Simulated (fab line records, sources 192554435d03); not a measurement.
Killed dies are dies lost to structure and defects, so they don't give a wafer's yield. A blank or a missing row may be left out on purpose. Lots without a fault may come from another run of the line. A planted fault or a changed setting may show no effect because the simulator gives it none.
Split-lot experiment | flow n5_finfet | 7 lots, 39 wafers read, on a route of 1938 steps

THE SPLIT
At N5_ZERO_LAYER_PECVD_02 (deposits SiO2 from SiH4/N2O, target thk 10 nm, time 6 s), the setting time_s was moved away from the recipe's 6 s on 9 of the 39 wafers read, by -46.5% to +54.9%. The other wafers ran this setting at the recipe's value.

The reading is taken at the split's own step.

THE READING
SiO2_of_ZERO_LAYER_PECVD_02.thk_nm (the simulator's own value, which no gauge read), in nm, at N5_ZERO_LAYER_PECVD_02 (deposits SiO2 from SiH4/N2O, target thk 10 nm, time 6 s). The file gives no usual value for it. The 30 wafers here that ran the recipe average 9.960 nm, standard deviation 0.16 nm.

wafer  | tool, chamber at the split | time_s as run, s | against the recipe | SiO2_of_ZERO_LAYER_PECVD_02.thk_nm, nm | against lot-mates on the recipe
L074.1 | pecvd-04, 2                | 6                | recipe             | 9.808                                  | -
L074.2 | pecvd-04, 1                | 6                | recipe             | 9.777                                  | -
L074.3 | pecvd-04, 0                | 6                | recipe             | 9.804                                  | -
L074.4 | pecvd-04, 2                | 6                | recipe             | 9.922                                  | -
L074.5 | pecvd-04, 0                | 6                | recipe             | 9.981                                  | -
L074.6 | pecvd-04, 1                | 6                | recipe             | 9.984                                  | -
L077.1 | pecvd-04, 1                | 9.296            | +54.9%             | 15.41                                  | +5.293
L077.2 | pecvd-04, 2                | 9.296            | +54.9%             | 15.2                                   | +5.083
L077.3 | pecvd-04, 0                | 9.296            | +54.9%             | 15.34                                  | +5.223
L077.4 | pecvd-04, 1                | 6                | recipe             | 10.16                                  | -
L077.5 | pecvd-04, 0                | 6                | recipe             | 10.1                                   | -
L077.6 | pecvd-04, 2                | 6                | recipe             | 10.09                                  | -
L078.1 | pecvd-04, 1                | 3.208            | -46.5%             | 5.459                                  | -4.679
L078.2 | pecvd-04, 0                | 6                | recipe             | 9.925                                  | -
L078.3 | pecvd-04, 2                | 3.208            | -46.5%             | 5.391                                  | -4.747
L078.4 | pecvd-04, 0                | 6                | recipe             | 10.33                                  | -
L078.5 | pecvd-04, 2                | 6                | recipe             | 10.16                                  | -
L078.6 | pecvd-04, 1                | 3.208            | -46.5%             | 5.681                                  | -4.457
L079.1 | pecvd-04, 1                | 6                | recipe             | 9.954                                  | -
L079.2 | pecvd-04, 0                | 6                | recipe             | 9.837                                  | -
L079.5 | pecvd-04, 1                | 6                | recipe             | 10.1                                   | -
L086.1 | pecvd-02, 0                | 6                | recipe             | 9.868                                  | -
L086.2 | pecvd-02, 1                | 6                | recipe             | 10.03                                  | -
L086.3 | pecvd-02, 2                | 6                | recipe             | 10.02                                  | -
L086.4 | pecvd-02, 2                | 8.595            | +43.3%             | 14.38                                  | +4.407
L086.5 | pecvd-02, 0                | 8.595            | +43.3%             | 14.35                                  | +4.377
L086.6 | pecvd-02, 1                | 8.595            | +43.3%             | 14.45                                  | +4.477
L092.1 | pecvd-01, 1                | 6                | recipe             | 9.915                                  | -
L092.2 | pecvd-01, 2                | 6                | recipe             | 10.19                                  | -
L092.3 | pecvd-01, 0                | 6                | recipe             | 9.933                                  | -
L092.4 | pecvd-01, 2                | 6                | recipe             | 10.21                                  | -
L092.5 | pecvd-01, 0                | 6                | recipe             | 9.966                                  | -
L092.6 | pecvd-01, 1                | 6                | recipe             | 10.02                                  | -
L094.1 | pecvd-04, 2                | 6                | recipe             | 9.742                                  | -
L094.2 | pecvd-04, 1                | 6                | recipe             | 9.818                                  | -
L094.3 | pecvd-04, 0                | 6                | recipe             | 9.565                                  | -
L094.4 | pecvd-04, 1                | 6                | recipe             | 10.01                                  | -
L094.5 | pecvd-04, 2                | 6                | recipe             | 9.704                                  | -
L094.6 | pecvd-04, 0                | 6                | recipe             | 9.885                                  | -

THE FIT
A straight line over all 39 wafers: SiO2_of_ZERO_LAYER_PECVD_02.thk_nm changes by +0.0981 nm for each +1% of time_s; r = +1.00; the points scatter about the line by 0.17 nm.
The same after taking each lot's own level away (the mean of its wafers on the recipe; 39 wafers): +0.0982 nm for each +1%; r = +1.00; scatter 0.13 nm.
On that fit, the largest move of time_s shifts the reading by 5.4 nm.
The lots' own levels span 9.7873 to 10.1383 nm, that is 2.1 times the standard deviation above.
So the lot-to-lot level changes the slope little: the two slopes agree.
Check: with one of the wafers moved furthest among these (+54.9%) left out of the fit, the line predicts +5.4 nm for it against its lot-mates. It came out at +5.29 nm against them.

THE FILE'S OWN FIT
SiO2_of_ZERO_LAYER_PECVD_02.thk_nm changes by +0.0981 nm for each +1% of time_s, r = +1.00.
